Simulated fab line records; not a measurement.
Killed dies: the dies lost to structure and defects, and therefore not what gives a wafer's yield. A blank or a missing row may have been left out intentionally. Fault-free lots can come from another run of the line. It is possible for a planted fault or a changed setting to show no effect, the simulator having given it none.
3 desks, one fault | flow n5-finfet | only its own numbers are on each desk; what lay behind them is given at the end

METROLOGY DESK
Means of the sampled wafers that have a number, per lot and without regard to the tool the lot ran on: this is what the gauges read. Marked OUT: a lot whose mean sits more than 4 standard deviations from the usual mean, which makes it out of limits; the brackets give that distance. Readings shown: 7 of its 12, picked as those furthest out on some lot.
Columns: A = cd-nm at N5_BEOL_M2_CD_MEAS_28, usual 26.24 nm; B = V1_OVL at N5_BEOL_M2_OVL_MEAS_29, usual 0.2 nm; C = DIBL_N at N5_BEOL_M4_RC_MEAS_101, usual 35.8 mV/V; D = ION_N at N5_BEOL_M4_RC_MEAS_101, usual 676 uA/um; E = SS_N at N5_BEOL_M4_RC_MEAS_101, usual 71.4 mV/dec; F = SS_P at N5_BEOL_M4_RC_MEAS_101, usual 73.0 mV/dec; G = VT_N at N5_BEOL_M4_RC_MEAS_101, usual 250 mV
lot  | first seen here | A     | B    | C    | D   | E    | F    | G
L936 | day 8 04:35     | 26.28 | 1.1  | 33.7 | 672 | 70.7 | 72.4 | 251
L946 | day 11 11:40    | 26.62 | -0.4 | 36.0 | 661 | 71.8 | 72.6 | 255
L947 | day 11 12:56    | 25.90 | -0.6 | 36.0 | 669 | 71.5 | 73.4 | 251
L950 | day 12 09:02    | 26.40 | 1.2  | 36.3 | 682 | 71.7 | 72.5 | 250
L951 | day 12 09:25    | 26.43 | 0.6  | 36.4 | 684 | 71.3 | 73.0 | 249
L952 | day 12 10:48    | 26.15 | 0.7  | 33.8 | 672 | 71.3 | 72.1 | 251
Finding of this desk: none of the 6 lots has anything out of limits.

THE DEFECT DESK
Inspection counts along the route, by lot: the mean over sampled wafers that carry a number. Marked OUT: a lot whose mean sits more than 4 standard deviations from the usual mean, which makes it out of limits; the brackets give that distance.
Columns: A = raw-defect-count at N5_BEOL_M2_INSPECT_30, usual 427
lot  | first seen here | A
L936 | day 8 04:41     | 334
L946 | day 11 11:45    | 486
L947 | day 11 13:02    | 350
L950 | day 12 09:07    | 462
L951 | day 12 09:31    | 577
L952 | day 12 10:53    | 461
Finding of this desk: none of the 6 lots has anything out of limits.

AT THE TOOL OWNER'S DESK: rie-diel-02
The tool's own readings at N5_BEOL_M2_VIA_ETCH_34 (etches the open film in C4F6/O2, target depth 69.4 nm, time 65.9 s): means of the sampled wafers that have a number, for each lot that ran on this tool. Marked OUT: a lot whose mean sits more than 4 standard deviations from the usual mean, which makes it out of limits; the brackets give that distance.
Columns: A = C4F6_flow_sccm at N5_BEOL_M2_VIA_ETCH_34, usual 10.00 sccm; B = drypump-motor-current-A at N5_BEOL_M2_VIA_ETCH_34, usual 5.6 A; C = oes_f_703_au at N5_BEOL_M2_VIA_ETCH_34, usual 0.77 a.u.; D = oes-product-au at N5_BEOL_M2_VIA_ETCH_34, usual 0.77 a.u.; E = rf-vpp-V at N5_BEOL_M2_VIA_ETCH_34, usual 669 V; F = showerhead-plenum-p-Torr at N5_BEOL_M2_VIA_ETCH_34, usual 2.82 Torr; G = throttle-valve-pct at N5_BEOL_M2_VIA_ETCH_34, usual 30.8 %
lot  | first seen here | A     | B   | C    | D    | E   | F    | G
L936 | day 8 07:02     | 10.00 | 5.7 | 0.75 | 0.77 | 675 | 2.87 | 30.9
L946 | day 11 12:20    | 10.00 | 5.4 | 0.77 | 0.75 | 682 | 2.81 | 30.8
L947 | day 11 16:53    | 10.00 | 5.0 | 0.80 | 0.75 | 672 | 2.86 | 30.7
Finding of this desk: none of the 3 lots has anything out of limits.

PUT TOGETHER
Nothing out of limits was seen by the metrology desk.
The defect desk saw nothing out of limits.
The tool owner's desk saw nothing out of limits.

WHAT HAD BEEN PUT IN BY THE SIMULATOR
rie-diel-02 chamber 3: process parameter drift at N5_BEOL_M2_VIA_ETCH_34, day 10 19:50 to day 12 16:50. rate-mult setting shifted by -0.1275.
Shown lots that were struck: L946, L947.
